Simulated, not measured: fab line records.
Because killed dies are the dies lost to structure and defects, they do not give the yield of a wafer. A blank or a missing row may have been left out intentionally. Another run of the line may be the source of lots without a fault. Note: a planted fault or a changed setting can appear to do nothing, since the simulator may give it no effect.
fab line records | flow nand-harc
record lots=12 wafers=36 last-day=33
route steps=1302 shown A_START@389 A_ZERO_WELL@404 A_SOURCE_PLATE@418 A_ONON_D1@427 END@1302
lots that met no fault: from a run of the same line without faults
start-h: hours from the record's opening day to when the first of the lot's shown wafers began | wait-h: how many hours have passed since the lot's step before this one | " the same as in the row above | L1.1+2: one row covering several wafers at once | - no value present, or no start provided | * or withheld: withheld | < > ~ a bound
route shown NAME@n: a module of which the file shows steps, and the number in the route of the first | usual: mean and standard deviation over wafers with no fault | same: alike in all rows | chamber/n: place in a boat | sites: readings site by site | _std_site: their standard deviation | _edge_site: the outer-site mean with the inner-site mean subtracted | radius-mm: for every site, how far away it sits from the centre of the wafer | mask NAME#n: copy n | behind: the last tool/chamber to shape the wafer | hold: why the lot went on hold/how many hours it stayed there/how the hold came to an end | device: the n, p or np transistor that did not switch | end of line: the route-end tests of the same wafers | step lacking rows: just its recipe | killed: count of dies lost to structure and defects at first sort (not the wafer's yield) | map: a wafer's dies, marking killed ones x, the rest . and places with no die _
set.NAME: the run value of the setting; set.NAME@STEP: its run value at that earlier step | model.NAME: the simulator's own value behind a step, which no gauge read
route steps across a sampled set of lots; one table per step, one row per wafer
services: from which hour (start-h, from the record's first day; less than 0 if before it) a tool's chamber was out of use, for how many hours, and why
## steps
# step NHARC_A_START_INSPECT_01
# usual raw-defect-count=3.4/1.8
# columns lot.wafer tool chamber start-h wait-h raw-defect-count
L155.2 defect-inspect-01 - 157.81 - 5
L155.3 " - " " 5
L155.4 " - " " 5
L154.3 defect-inspect-02 - 158.67 - 5
L154.5 " - " " 2
L154.6 " - " " 1
L157.2 defect-inspect-02 - 176.15 - 3
L157.3 " - " " 3
L157.6 " - " " 3
L159.1 defect-inspect-01 - 202.70 - 0
L159.4 " - " " 6
L159.5 " - " " 3
L160.1 defect-inspect-01 - 207.71 - 4
L160.4 " - " " 6
L160.6 " - " " 2
L161.2 defect-inspect-01 - 219.74 - 5
L161.5 " - " " 2
L161.6 " - " " 6
L163.3 defect-inspect-02 - 246.26 - 3
L163.4 " - " " 0
L163.5 " - " " 3
L171.3 defect-inspect-02 - 319.95 - 0
L171.4 " - " " 6
L171.5 " - " " 4
L172.1 defect-inspect-02 - 326.17 - 1
L172.2 " - " " 6
L172.3 " - " " 0
L174.3 defect-inspect-02 - 358.55 - 1
L174.5 " - " " 4
L174.6 " - " " 4
L175.2 defect-inspect-02 - 361.59 - 4
L175.3 " - " " 6
L175.6 " - " " 2
L176.3 defect-inspect-01 - 368.32 - 4
L176.5 " - " " 1
L176.6 " - " " 2
# step NHARC_A_ZERO_WELL_ETCH_19
# recipe target-depth-a=800 overetch-a=240 time-s=87.88 ion-energy-ev=200 n2-flow-sccm=150 h2-flow-sccm=150 ar-flow-sccm=0 rf-w=400 bias-w=150 chemistry=N2/H2
# usual drypump-motor-current-A=6.0/0.39 oes-product-au=1.001/0.0076 rf-fwd-power-W=396.6/1.5 rf-vpp-V=429.9/2.6 showerhead-plenum-p-Torr=2.02/0.086 throttle-valve-pct=14.172/0.0093
# columns lot.wafer tool chamber start-h wait-h drypump-motor-current-A oes-product-au rf-fwd-power-W rf-hours-counter-h rf-vpp-V showerhead-plenum-p-Torr throttle-valve-pct
L155.2 rie-diel-11 0 158.90 0.1 6.0 0.998 394.9 2 432.3 2.10 14.170
L155.4 " 1 " " 5.7 0.997 399.8 2 430.8 2.00 14.176
L155.3 " 2 " " 6.6 0.998 396.9 3 427.1 1.90 14.172
L154.3 rie-diel-11 1 159.76 0.1 5.7 1.006 396.1 2 430.0 2.00 14.179
L154.6 " 2 " " 6.5 1.004 396.6 - 426.3 1.90 14.180
L154.5 " 3 " " 5.6 1.003 395.6 - 431.4 2.06 14.169
L157.3 rie-diel-09 3 177.25 0.1 5.7 0.998 398.2 5 425.1 1.90 14.168
L157.2 " 0 " " 6.4 0.995 397.4 6 428.0 1.95 14.159
L157.6 " 2 " " 6.3 0.993 397.5 - 431.5 2.09 14.166
L159.1 rie-diel-11 1 203.81 0.1 5.7 1.005 396.6 4 429.9 2.00 14.167
L159.5 " 3 " " 5.5 1.008 394.8 - 428.6 2.06 14.156
L159.4 " 1 " " 5.7 1.007 398.3 - 428.9 2.00 14.189
L160.1 rie-diel-11 3 208.67 0.1 5.6 1.012 394.3 4 429.9 2.06 14.183
L160.4 " 2 " " 6.6 1.009 398.9 4 425.8 1.90 14.170
L160.6 " 0 " " 6.0 1.021 397.3 - 433.0 2.10 14.173
L161.2 rie-diel-11 1 220.84 0.1 5.7 1.002 396.4 4 428.8 2.00 14.176
L161.5 " 3 " " 5.5 1.007 396.6 - 430.7 2.06 14.171
L161.6 " 0 " " 6.0 1.005 397.6 - 433.0 2.10 14.173
L163.4 rie-diel-11 1 247.34 0.1 5.7 1.000 396.2 5 430.7 2.00 14.153
L163.3 " 2 " " 6.6 0.996 397.9 4 428.5 1.91 14.194
L163.5 " 2 " " 6.6 1.007 396.3 - 427.2 1.90 14.167
L171.3 rie-diel-11 2 321.03 0.1 6.5 1.005 397.6 2 427.4 1.90 14.167
L171.4 " 0 " " 6.0 1.005 397.5 1 430.6 2.10 14.163
L171.5 " 3 " " 5.6 0.998 395.1 - 431.2 2.06 14.182
L172.3 rie-diel-11 1 327.22 0.1 5.7 0.991 394.1 2 429.2 2.00 14.167
L172.1 " 2 " " 6.6 1.006 397.6 2 425.5 1.90 14.182
L172.2 " 3 " " 5.6 1.006 393.7 1 431.4 2.06 14.163
L174.3 rie-diel-11 0 359.71 0.1 6.0 1.002 396.0 3 431.0 2.10 14.187
L174.5 " 3 " " 5.6 1.004 396.1 - 432.3 2.06 14.167
L174.6 " 0 " " 6.0 0.993 397.6 - 432.5 2.10 14.163
L175.2 rie-diel-09 0 362.67 0.1 6.4 0.996 396.1 4 427.5 1.94 14.178
L175.3 " 1 " " 5.6 1.002 398.2 4 433.6 2.16 14.177
L175.6 " 1 " " 5.6 0.998 397.4 - 433.5 2.16 14.172
L176.3 rie-diel-11 1 369.39 0.1 5.7 0.996 394.5 3 428.3 2.00 14.168
L176.6 " 1 " " 5.7 0.994 396.6 - 429.5 2.00 14.159
L176.5 " 2 " " 6.6 0.994 396.2 - 427.4 1.90 14.159
# step NHARC_A_SOURCE_PLATE_CVD_03
# recipe target-thk-a=2000 temp-c=620 pressure-mtorr=200 time-s=4000 material=poly-Si
# usual pressure-mtorr=200.0/0.39 run-length-s=4002.5/0.38 zone-power-centre-pct=9.6/0.96
# columns lot.wafer tool chamber start-h wait-h pressure-mtorr run-length-s zone-power-centre-pct
L154.3 lpcvd-poly-04 0 169.37 - 200.5 4002.5 8.6
L154.5 " 0 " " 199.8 4002.5 8.7
L154.6 " 0 " " 200.0 4002.5 8.6
L155.2 lpcvd-poly-04 0 169.37 - 199.9 4002.7 8.6
L155.3 " 0 " " 200.0 4002.7 8.7
L155.4 " 0 " " 200.0 4002.7 8.9
L157.2 lpcvd-poly-02 0 188.25 - 199.9 4002.8 10.7
L157.3 " 0 " " 200.1 4002.8 10.5
L157.6 " 0 " " 200.1 4002.8 10.6
L159.1 lpcvd-poly-03 0 215.08 - 199.4 4002 9.8
L159.4 " 0 " " 199.8 4002 9.8
L159.5 " 0 " " 200.0 4002 9.7
L160.1 lpcvd-poly-03 0 219.87 - 200.3 4002.4 9.7
L160.4 " 0 " " 199.6 4002.4 9.5
L160.6 " 0 " " 200.1 4002.4 9.8
L161.2 lpcvd-poly-04 0 232.39 - 199.9 4002.6 8.5
L161.5 " 0 " " 200.6 4002.6 8.7
L161.6 " 0 " " 200.3 4002.6 8.7
L163.3 lpcvd-poly-02 0 262.41 - 199.8 4002.4 10.6
L163.4 " 0 " " 199.4 4002.4 10.7
L163.5 " 0 " " 199.8 4002.4 10.7
L171.3 lpcvd-poly-04 - 331.94 - - - -
L171.4 " - " " - - -
L171.5 " - " " - - -
L172.1 lpcvd-poly-02 - 338.37 - - - -
L172.2 " - " " - - -
L172.3 " - " " - - -
L174.3 lpcvd-poly-04 0 370.76 - 200.0 4003 8.7
L174.5 " 0 " " 199.3 4003 8.5
L174.6 " 0 " " 198.7 4003 8.5
L175.2 lpcvd-poly-04 0 370.76 - 200.2 4002.4 8.5
L175.3 " 0 " " 200.2 4002.4 8.4
L175.6 " 0 " " 199.8 4002.4 8.6
L176.3 lpcvd-poly-02 0 381.94 - 200.0 4002.1 10.5
L176.5 " 0 " " 200.0 4002.1 10.7
L176.6 " 0 " " 200.4 4002.1 10.7
# step NHARC_A_SOURCE_PLATE_THK_MEAS_06
# recipe thk-meas-gauge=ellipsometry
# usual thk-nm=199.5/2.2
# columns lot.wafer tool chamber start-h wait-h thk-nm
L155.2 film-metro-02 - 179.27 0.4 196.6
L155.3 " - " " 196.4
L155.4 " - " " 195.9
L154.3 film-metro-01 - 179.27 0.4 203.4
L154.5 " - " " 203.4
L154.6 " - " " 203.3
L157.2 film-metro-02 - 198.71 0.4 201.1
L157.3 " - " " 200.6
L157.6 " - " " 201.0
L159.1 film-metro-01 - 227.21 0.4 199.2
L159.4 " - " " 200.8
L159.5 " - " " 199.2
L160.1 film-metro-02 - 230.82 0.4 198.4
L160.4 " - " " 198.8
L160.6 " - " " 196.6
L161.2 film-metro-02 - 243.36 0.4 203.0
L161.5 " - " " 202.0
L161.6 " - " " 199.0
L163.3 film-metro-01 - 273.19 0.4 198.1
L163.4 " - " " 199.7
L163.5 " - " " 199.4
L171.3 film-metro-01 - 342.45 0.4 49.8
L171.4 " - " " 49.5
L171.5 " - " " 48.7
L172.1 film-metro-01 - 348.78 0.4 50.9
L172.2 " - " " 48.7
L172.3 " - " " 48.5
L175.2 film-metro-01 - 381.37 0.4 200.8
L175.3 " - " " 201.1
L175.6 " - " " 201.3
L174.3 film-metro-01 - 381.38 0.4 194.1
L174.5 " - " " 195.0
L174.6 " - " " 194.5
L176.3 film-metro-01 - 392.77 0.4 201.5
L176.5 " - " " 204.4
L176.6 " - " " 202.2
# step NHARC_A_ONON_D1_THK_MEAS_05
# recipe thk-meas-gauge=ellipsometry
# usual thk-nm=1001/9.3
# columns lot.wafer tool chamber start-h wait-h thk-nm
L154.3 film-metro-02 - 180.48 - 1001
L154.5 " - " " 1001
L154.6 " - " " 1002
L155.2 film-metro-01 - 180.48 - 986
L155.3 " - " " 987
L155.4 " - " " 986
L157.2 film-metro-02 - 199.97 - 994
L157.3 " - " " 993
L157.6 " - " " 994
L159.1 film-metro-01 - 228.46 - 989
L159.4 " - " " 989
L159.5 " - " " 990
L160.1 film-metro-01 - 232.02 - 996
L160.4 " - " " 994
L160.6 " - " " 993
L161.2 film-metro-01 - 244.61 - 1015
L161.5 " - " " 1016
L161.6 " - " " 1015
L163.3 film-metro-02 - 274.44 - 1019
L163.4 " - " " 1017
L163.5 " - " " 1017
L174.3 film-metro-01 - 382.59 - 1008
L174.5 " - " " 1008
L174.6 " - " " 1009
L175.2 film-metro-01 - 382.59 - 1003
L175.3 " - " " 1002
L175.6 " - " " 1001
L176.3 film-metro-02 - 394.02 - 1006
L176.5 " - " " 1006
L176.6 " - " " 1008
# step NHARC_END_SORT_01
# recipe temp-c=25
# usual killed-at-array=52/20 killed-at-other=1.0/1.3 killed-at-periphery=3.7/2.2 killed-dies=57/20 killed-open=3.2/1.6 killed-short=2.4/1.6
# same gross-dies=677
# columns lot.wafer tool chamber start-h wait-h killed-at-array killed-at-other killed-at-periphery killed-dies killed-open killed-short
L157.2 prober-01 0 616.80 2.8 23 0 1 24 1 1
L157.3 prober-01 0 617.60 3.1 16 0 1 17 1 2
L157.6 prober-01 0 620.00 4.0 16 1 2 19 3 3
L171.3 prober-02 0 748.90 3.0 674 1 2 677 4 2
L171.4 prober-02 0 749.69 3.3 673 1 3 677 2 0
L171.5 prober-02 0 750.48 3.6 670 2 5 677 5 0
L172.1 prober-01 0 761.57 2.5 671 0 6 677 3 3
L172.2 prober-01 0 762.38 2.8 675 0 2 677 2 6
L172.3 prober-01 0 763.18 3.1 673 0 4 677 3 6
# killed by level:class
L157.2 A_CHANNEL_HOLE_D2:chamber-film-flake=8 A_CONTACT:chamber-film-flake=8 A_CHANNEL_HOLE_D1:chamber-film-flake=2 A_BLC:chamber-film-flake=2 A_ONON_D1:geometric-particle:short=1 A_DECK1_JOINT:geometric-particle:open=1 P_GATE:chamber-film-flake=1 A_SLIT:chamber-film-flake=1
L157.3 A_CHANNEL_HOLE_D2:chamber-film-flake=7 A_STAIRCASE:chamber-film-flake=3 A_CHANNEL_HOLE_D1:chamber-film-flake=2 A_CHANNEL_HOLE_D1:geometric-particle:open=1 A_ONON_D2:geometric-particle:short=1 A_STAIRCASE:geometric-particle:short=1 P_M0:chamber-film-flake=1 A_CONTACT:chamber-film-flake=1
L157.6 A_CHANNEL_HOLE_D2:chamber-film-flake=6 A_CONTACT:chamber-film-flake=3 A_BLC:geometric-particle:short=2 A_CHANNEL_HOLE_D1:chamber-film-flake=2 P_CONTACT:geometric-particle:short=1 A_DECK1_JOINT:geometric-particle:open=1 A_ONON_D2:geometric-particle:open=1 A_SGD_CUT:geometric-particle:open=1
L171.3 A_SOURCE_PLATE:area-cvd=615 A_CHANNEL_HOLE_D2:chamber-film-flake=29 A_CHANNEL_HOLE_D1:chamber-film-flake=6 A_SLIT:chamber-film-flake=6 A_CONTACT:chamber-film-flake=5 A_CHANNEL_FILL_D1:chamber-film-flake=4 A_ZERO_WELL:chamber-film-flake=2 A_M1:chamber-film-flake=2
L171.4 A_SOURCE_PLATE:area-cvd=620 A_CHANNEL_HOLE_D2:chamber-film-flake=21 A_CHANNEL_HOLE_D1:chamber-film-flake=10 A_SLIT:chamber-film-flake=4 A_CONTACT:chamber-film-flake=4 A_STAIRCASE:chamber-film-flake=3 A_M1:chamber-film-flake=3 P_ZERO_WELL:chamber-film-flake=2
L171.5 A_SOURCE_PLATE:area-cvd=606 A_CHANNEL_HOLE_D2:chamber-film-flake=27 A_CHANNEL_HOLE_D1:chamber-film-flake=8 A_CONTACT:chamber-film-flake=8 A_SLIT:chamber-film-flake=6 A_ZERO_WELL:chamber-film-flake=4 P_GATE:chamber-film-flake=3 A_CHANNEL_FILL_D1:chamber-film-flake=2
L172.1 A_SOURCE_PLATE:area-cvd=598 A_SLIT:chamber-film-flake=35 A_CHANNEL_HOLE_D1:chamber-film-flake=22 A_CONTACT:chamber-film-flake=6 P_GATE:chamber-film-flake=4 A_STAIRCASE:chamber-film-flake=3 P_GATE:geometric-particle:open=1 P_M0:geometric-particle:open=1
L172.2 A_SOURCE_PLATE:area-cvd=597 A_SLIT:chamber-film-flake=32 A_CHANNEL_HOLE_D1:chamber-film-flake=30 A_CONTACT:chamber-film-flake=5 A_STAIRCASE:chamber-film-flake=2 P_GATE:geometric-particle:short=1 A_ONON_D1:geometric-particle:short=1 A_CHANNEL_HOLE_D1:geometric-particle:open=1
L172.3 A_SOURCE_PLATE:area-cvd=592 A_SLIT:chamber-film-flake=33 A_CHANNEL_HOLE_D1:chamber-film-flake=26 A_CONTACT:chamber-film-flake=9 A_STAIRCASE:chamber-film-flake=3 A_ONON_D1:geometric-particle:short=2 A_CHANNEL_FILL_D1:geometric-particle:short=2 P_GATE:chamber-film-flake=2
## services
# columns tool chamber start-h hours kind
rie-diel-11 0 136.50 - clean
rie-diel-11 1 136.50 - clean
rie-diel-11 2 136.50 - clean
rie-diel-11 3 136.50 - clean
lpcvd-poly-04 - 139.03 7.1 repair
rie-diel-09 - 143.42 9.0 pm
rie-diel-11 1 145.07 3.9 repair
rie-diel-11 0 161.00 - clean
rie-diel-11 1 161.00 - clean
rie-diel-11 2 161.00 - clean
rie-diel-11 3 161.00 - clean
rie-diel-11 2 168.36 9.0 repair
rie-diel-11 - 183.15 0.2 repair
rie-diel-11 0 185.50 - clean
rie-diel-11 0 198.86 5.5 repair
lpcvd-poly-02 - 208.05 26.0 pm
rie-diel-11 3 212.60 7.5 repair
rie-diel-09 0 232.05 6.8 repair
rie-diel-11 - 255.50 9.0 pm
rie-diel-11 3 281.37 5.1 repair
rie-diel-09 1 290.08 6.1 repair
rie-diel-09 - 320.42 9.0 pm
rie-diel-11 0 338.21 6.9 repair
rie-diel-09 2 370.08 2.7 repair
## key
first-sign step=NHARC_A_SOURCE_PLATE_CVD_03 reading=tool-record direction=missing
effect step=NHARC_A_SOURCE_PLATE_THK_MEAS_06 reading=thk-nm direction=down sigmas=68 usual=199.5 struck=49.3
effect step=NHARC_END_SORT_01 reading=killed-at-array direction=up sigmas=31 usual=52 struck=673
more-kills-born-at NHARC_A_SOURCE_PLATE_CVD_03@lpcvd-poly-04=1841 NHARC_A_SOURCE_PLATE_CVD_03@lpcvd-poly-02=1787
met-at NHARC_A_SOURCE_PLATE_CVD_03
struck-lots L171,L172
later-rows-left-out L171.3,L171.4,L171.5,L172.1,L172.2,L172.3
tester-left-out L171,L172
not-acting-at NHARC_A_START_INSPECT_01,NHARC_A_ZERO_WELL_ETCH_19,NHARC_A_ONON_D1_THK_MEAS_05
onset-between 262.41 331.94
fault kind=skipped-step-whole tool=lpcvd-poly-02,lpcvd-poly-04 chamber=- onset-h=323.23 steps=NHARC_A_SOURCE_PLATE_CVD_03 scope=struck-lots-only
# tester-left-out: of these lots the tester's yield and bins aren't shown, on N5 and GAA mostly nor the transistor test; their killed dies are dies lost to structure and defects alone, not to doping, threshold or leakage, so they don't give the yield
# later-rows-left-out: the simulator's readings of these wafers behind a module that went badly wrong aren't trusted and aren't shown, but for the sort
